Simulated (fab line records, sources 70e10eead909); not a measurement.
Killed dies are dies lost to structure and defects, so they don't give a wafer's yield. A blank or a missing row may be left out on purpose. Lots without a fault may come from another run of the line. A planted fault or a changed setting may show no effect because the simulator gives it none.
Which tool did it? | flow nand_harc | 11 lots, 33 wafers sampled, at 1 step of a route of 1302

WHAT THE GAUGES READ, wafer by wafer
NHARC_P_CONTACT_OVL_MEAS_13.
lot  | measured     | on         | overlay_x_nm (nm)
L075 | day 6 11:40  | overlay-02 | -0.1 0.0 0.4
L077 | day 7 02:57  | overlay-01 | -1.2 -1.0 -1.7
L079 | day 8 03:56  | overlay-02 | -0.3 -0.2 0.1
L081 | day 9 03:19  | overlay-02 | 0.8 0.0 0.0
L084 | day 9 16:44  | overlay-02 | 0.1 -0.1 -0.2
L085 | day 10 09:01 | overlay-02 | 0.8 0.2 0.8
L088 | day 11 21:11 | overlay-01 | -0.1 -0.3 -0.2
L087 | day 11 23:33 | overlay-01 | -0.2 -0.3 0.3
L092 | day 13 08:40 | overlay-01 | 1.3 1.1 0.9
L094 | day 14 03:16 | overlay-01 | 0.7 1.2 0.7
L096 | day 14 23:10 | overlay-01 | -0.4 -0.4 -1.0

WHICH TOOL RAN EACH LOT (tool, then ch and the chambers of the sampled wafers, then the start)
The record holds no process step before these readings.

THE ANSWER, worked out from the rows above alone
Rule: what is usual is taken from the lots themselves. Put in order of their means at a reading, lots are off if they are a third of the lots or fewer, leave a main group of 4 or more, and stand apart from it by a gap of 3 or more times the standard deviation of the main group's means; of several such gaps the widest counts. A main group whose means are all the same, to the digits that the tables above print for the reading, isn't used. A lot without any number at a reading at which 4 lots or more have one is off too. The other lots that the step has rows for count as sound.
No lot is off at any reading shown: from this, nothing can be told.

WHAT THE SIMULATOR HAD PUT IN
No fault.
